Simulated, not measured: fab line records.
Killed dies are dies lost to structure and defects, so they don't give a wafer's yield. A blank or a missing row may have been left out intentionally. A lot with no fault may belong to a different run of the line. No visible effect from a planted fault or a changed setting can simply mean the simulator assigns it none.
Split-lot study || flow n5 finfet || route with 1938 steps; 7 lots, 39 wafers read

## THE SPLIT ITSELF
At N5_BEOL_M2_TRENCH_ETCH_37 (etches SiOC in C4F6/O2, target depth 55.555 nm, time 29.2 s), the setting time s was moved away from the recipe's 29.2 s on 9 of the 39 wafers read, by -48.3% to -34.0%. The other wafers ran this setting at the recipe's value.

## FROM THE SPLIT TO THE READING: what the file shows between them, 13 steps
- N5_BEOL_M2_ETCH_41: etches SiCN in CH3F/O2, target depth 29.9 nm, time 52.5 s
- N5_BEOL_M2_STRIP_97: strips in N2/H2, time 10 s
- N5_BEOL_M2_OCD_MEAS_38
- N5_BEOL_M2_HM_STRIP_39: strips TiN in peroxide tin strip, target depth 25 nm, time 158 s
- N5_BEOL_M2_SRD_40: time 30 s
- N5_BEOL_M2_ECD_50: material Cu, target thk 300 nm
- N5_BEOL_M2_ANNEAL_51: time 90 s
- N5_BEOL_M2_CMP_52: polishes, stops on SiOC, t overpolish 6.8 s, target thk 40 nm
- N5_BEOL_M2_THK_MEAS_53: measures by xrf
- N5_BEOL_M2_PRE_CLEAN_60: time 15 s
- N5_BEOL_M2_CO_CAP_55: material Co, precursor CCTBA/H2, target thk 2 nm, time 102.1 s
- N5_BEOL_M2_PRE_CLEAN_56: time 15 s
- N5_BEOL_M2_DEP_57: deposits SiCN from 3MS/NH3, target thk 8 nm, time 14 s

## THE READING
At N5_BEOL_M2_RS_MEAS_58, a four-point-probe measurement gives M2_RS in ohm/sq. Typical for fault-free wafers on this fab line: 0.67 ohm/sq, with standard deviation 0.037 ohm/sq.

{"wafer": "L077.1", "tool, chamber at the split": "rie diel-04, 0", "time s as run, s": 15.1, "against the recipe": "-48.3%", "M2_RS, ohm/sq": 3.08, "against lot-mates on the recipe": "+2.42"}
{"wafer": "L077.2", "tool, chamber at the split": "rie diel-04, 3", "time s as run, s": 15.1, "against the recipe": "-48.3%", "M2_RS, ohm/sq": 2.81, "against lot-mates on the recipe": "+2.15"}
{"wafer": "L077.3", "tool, chamber at the split": "rie diel-04, 2", "time s as run, s": 15.1, "against the recipe": "-48.3%", "M2_RS, ohm/sq": 2.73, "against lot-mates on the recipe": "+2.07"}
{"wafer": "L077.4", "tool, chamber at the split": "rie diel-04, 1", "time s as run, s": 29.2, "against the recipe": "recipe", "M2_RS, ohm/sq": 0.67, "against lot-mates on the recipe": "-"}
{"wafer": "L077.5", "tool, chamber at the split": "rie diel-04, 0", "time s as run, s": 29.2, "against the recipe": "recipe", "M2_RS, ohm/sq": 0.65, "against lot-mates on the recipe": "-"}
{"wafer": "L077.6", "tool, chamber at the split": "rie diel-04, 1", "time s as run, s": 29.2, "against the recipe": "recipe", "M2_RS, ohm/sq": 0.66, "against lot-mates on the recipe": "-"}
{"wafer": "L079.1", "tool, chamber at the split": "rie diel-01, 3", "time s as run, s": 29.2, "against the recipe": "recipe", "M2_RS, ohm/sq": 0.68, "against lot-mates on the recipe": "-"}
{"wafer": "L079.2", "tool, chamber at the split": "rie diel-01, 0", "time s as run, s": 29.2, "against the recipe": "recipe", "M2_RS, ohm/sq": 0.67, "against lot-mates on the recipe": "-"}
{"wafer": "L079.3", "tool, chamber at the split": "rie diel-01, 1", "time s as run, s": 29.2, "against the recipe": "recipe", "M2_RS, ohm/sq": 0.74, "against lot-mates on the recipe": "-"}
{"wafer": "L079.4", "tool, chamber at the split": "rie diel-01, 0", "time s as run, s": 29.2, "against the recipe": "recipe", "M2_RS, ohm/sq": 0.66, "against lot-mates on the recipe": "-"}
{"wafer": "L079.5", "tool, chamber at the split": "rie diel-01, 1", "time s as run, s": 29.2, "against the recipe": "recipe", "M2_RS, ohm/sq": 0.68, "against lot-mates on the recipe": "-"}
{"wafer": "L079.6", "tool, chamber at the split": "rie diel-01, 3", "time s as run, s": 29.2, "against the recipe": "recipe", "M2_RS, ohm/sq": 0.70, "against lot-mates on the recipe": "-"}
{"wafer": "L082.1", "tool, chamber at the split": "rie diel-04, 1", "time s as run, s": 29.2, "against the recipe": "recipe", "M2_RS, ohm/sq": 0.69, "against lot-mates on the recipe": "-"}
{"wafer": "L082.2", "tool, chamber at the split": "rie diel-04, 2", "time s as run, s": 29.2, "against the recipe": "recipe", "M2_RS, ohm/sq": 0.60, "against lot-mates on the recipe": "-"}
{"wafer": "L082.3", "tool, chamber at the split": "rie diel-04, 3", "time s as run, s": 29.2, "against the recipe": "recipe", "M2_RS, ohm/sq": 0.70, "against lot-mates on the recipe": "-"}
{"wafer": "L082.4", "tool, chamber at the split": "rie diel-04, 0", "time s as run, s": 29.2, "against the recipe": "recipe", "M2_RS, ohm/sq": 0.67, "against lot-mates on the recipe": "-"}
{"wafer": "L082.5", "tool, chamber at the split": "rie diel-04, 1", "time s as run, s": 29.2, "against the recipe": "recipe", "M2_RS, ohm/sq": 0.69, "against lot-mates on the recipe": "-"}
{"wafer": "L082.6", "tool, chamber at the split": "rie diel-04, 2", "time s as run, s": 29.2, "against the recipe": "recipe", "M2_RS, ohm/sq": 0.62, "against lot-mates on the recipe": "-"}
{"wafer": "L089.1", "tool, chamber at the split": "rie diel-05, 0", "time s as run, s": 19.27, "against the recipe": "-34.0%", "M2_RS, ohm/sq": 1.68, "against lot-mates on the recipe": "+1.02"}
{"wafer": "L089.2", "tool, chamber at the split": "rie diel-05, 1", "time s as run, s": 29.2, "against the recipe": "recipe", "M2_RS, ohm/sq": 0.64, "against lot-mates on the recipe": "-"}
{"wafer": "L089.3", "tool, chamber at the split": "rie diel-05, 2", "time s as run, s": 19.27, "against the recipe": "-34.0%", "M2_RS, ohm/sq": 2.06, "against lot-mates on the recipe": "+1.40"}
{"wafer": "L089.4", "tool, chamber at the split": "rie diel-05, 2", "time s as run, s": 19.27, "against the recipe": "-34.0%", "M2_RS, ohm/sq": 1.60, "against lot-mates on the recipe": "+0.94"}
{"wafer": "L089.5", "tool, chamber at the split": "rie diel-05, 1", "time s as run, s": 29.2, "against the recipe": "recipe", "M2_RS, ohm/sq": 0.63, "against lot-mates on the recipe": "-"}
{"wafer": "L089.6", "tool, chamber at the split": "rie diel-05, 0", "time s as run, s": 29.2, "against the recipe": "recipe", "M2_RS, ohm/sq": 0.72, "against lot-mates on the recipe": "-"}
{"wafer": "L093.1", "tool, chamber at the split": "rie diel-01, 0", "time s as run, s": 29.2, "against the recipe": "recipe", "M2_RS, ohm/sq": 0.62, "against lot-mates on the recipe": "-"}
{"wafer": "L093.2", "tool, chamber at the split": "rie diel-01, 3", "time s as run, s": 29.2, "against the recipe": "recipe", "M2_RS, ohm/sq": 0.67, "against lot-mates on the recipe": "-"}
{"wafer": "L093.3", "tool, chamber at the split": "rie diel-01, 1", "time s as run, s": 29.2, "against the recipe": "recipe", "M2_RS, ohm/sq": 0.67, "against lot-mates on the recipe": "-"}
{"wafer": "L093.4", "tool, chamber at the split": "rie diel-01, 2", "time s as run, s": 29.2, "against the recipe": "recipe", "M2_RS, ohm/sq": 0.73, "against lot-mates on the recipe": "-"}
{"wafer": "L093.5", "tool, chamber at the split": "rie diel-01, 0", "time s as run, s": 29.2, "against the recipe": "recipe", "M2_RS, ohm/sq": 0.64, "against lot-mates on the recipe": "-"}
{"wafer": "L093.6", "tool, chamber at the split": "rie diel-01, 1", "time s as run, s": 29.2, "against the recipe": "recipe", "M2_RS, ohm/sq": 0.67, "against lot-mates on the recipe": "-"}
{"wafer": "L094.4", "tool, chamber at the split": "rie diel-05, 0", "time s as run, s": 29.2, "against the recipe": "recipe", "M2_RS, ohm/sq": 0.66, "against lot-mates on the recipe": "-"}
{"wafer": "L094.5", "tool, chamber at the split": "rie diel-05, 3", "time s as run, s": 29.2, "against the recipe": "recipe", "M2_RS, ohm/sq": 0.64, "against lot-mates on the recipe": "-"}
{"wafer": "L094.6", "tool, chamber at the split": "rie diel-05, 1", "time s as run, s": 29.2, "against the recipe": "recipe", "M2_RS, ohm/sq": 0.71, "against lot-mates on the recipe": "-"}
{"wafer": "L097.1", "tool, chamber at the split": "rie diel-05, 0", "time s as run, s": 16.22, "against the recipe": "-44.5%", "M2_RS, ohm/sq": 2.40, "against lot-mates on the recipe": "+1.75"}
{"wafer": "L097.2", "tool, chamber at the split": "rie diel-05, 2", "time s as run, s": 29.2, "against the recipe": "recipe", "M2_RS, ohm/sq": 0.63, "against lot-mates on the recipe": "-"}
{"wafer": "L097.3", "tool, chamber at the split": "rie diel-05, 3", "time s as run, s": 16.22, "against the recipe": "-44.5%", "M2_RS, ohm/sq": 2.71, "against lot-mates on the recipe": "+2.06"}
{"wafer": "L097.4", "tool, chamber at the split": "rie diel-05, 2", "time s as run, s": 16.22, "against the recipe": "-44.5%", "M2_RS, ohm/sq": 2.24, "against lot-mates on the recipe": "+1.59"}
{"wafer": "L097.5", "tool, chamber at the split": "rie diel-05, 0", "time s as run, s": 29.2, "against the recipe": "recipe", "M2_RS, ohm/sq": 0.69, "against lot-mates on the recipe": "-"}
{"wafer": "L097.6", "tool, chamber at the split": "rie diel-05, 3", "time s as run, s": 29.2, "against the recipe": "recipe", "M2_RS, ohm/sq": 0.63, "against lot-mates on the recipe": "-"}

FIT RESULTS
A straight line over all 39 wafers: M2_RS changes by -0.0411 ohm/sq for each +1% of time s; r = -0.98; the points scatter about the line by 0.14 ohm/sq.
The same after taking each lot's own level away (the mean of its wafers on the recipe; 39 wafers): -0.0414 ohm/sq for each +1%; r = -0.98; scatter 0.14 ohm/sq.
That fit puts the effect of the largest move of time s on the reading at 2 ohm/sq.
Measured against the standard deviation above, the lots' own levels, which go from 0.650 to 0.688 ohm/sq, span 1.0 times it.
The two slopes are in agreement: the lot-to-lot level therefore moves the slope only a little.
Check: +1.92 ohm/sq against its lot-mates is what the line predicts for one of the wafers moved furthest among these (-48.3%) when that wafer is left out of the fit. Against them it came out at +2.42 ohm/sq.

## THE WHOLE CHAIN: every reading that the file lists as answering this split, in the file's order
{"step": "N5_BEOL_M2_TRENCH_ETCH_37", "what it does": "etches SiOC in C4F6/O2, target depth 55.555 nm, time 29.2 s", "reading": "etch.depth nm (the simulator's own value, which no gauge read)", "change (the file's fit)": "+0.565 nm for each +1% of the setting", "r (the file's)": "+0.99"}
{"step": "N5_BEOL_M2_TRENCH_ETCH_37", "what it does": "etches SiOC in C4F6/O2, target depth 55.555 nm, time 29.2 s", "reading": "BEOL_M2.feature depth nm (the simulator's own value, which no gauge read)", "change (the file's fit)": "+0.564 nm for each +1% of the setting", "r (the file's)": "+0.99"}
{"step": "N5_BEOL_M2_OCD_MEAS_38", "what it does": "", "reading": "trench depth nm", "change (the file's fit)": "+0.563 nm for each +1% of the setting", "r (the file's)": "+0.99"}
{"step": "N5_BEOL_M2_CMP_52", "what it does": "polishes, stops on SiOC, t overpolish 6.8 s, target thk 40 nm", "reading": "Cu_of_BEOL_M2_ECD_50.thk nm (the simulator's own value, which no gauge read)", "change (the file's fit)": "+0.571 nm for each +1% of the setting", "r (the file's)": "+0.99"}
{"step": "N5_BEOL_M2_THK_MEAS_53", "what it does": "measures by xrf", "reading": "M2_THK", "change (the file's fit)": "+0.57 for each +1% of the setting", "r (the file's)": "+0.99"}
{"step": "N5_BEOL_M2_RS_MEAS_58", "what it does": "measures by four-point-probe", "reading": "M2_RS", "change (the file's fit)": "-0.0411 for each +1% of the setting", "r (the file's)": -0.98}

## THE FILE'S OWN FIT
M2_RS changes by -0.0411 ohm/sq for each +1% of time s, r = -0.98.
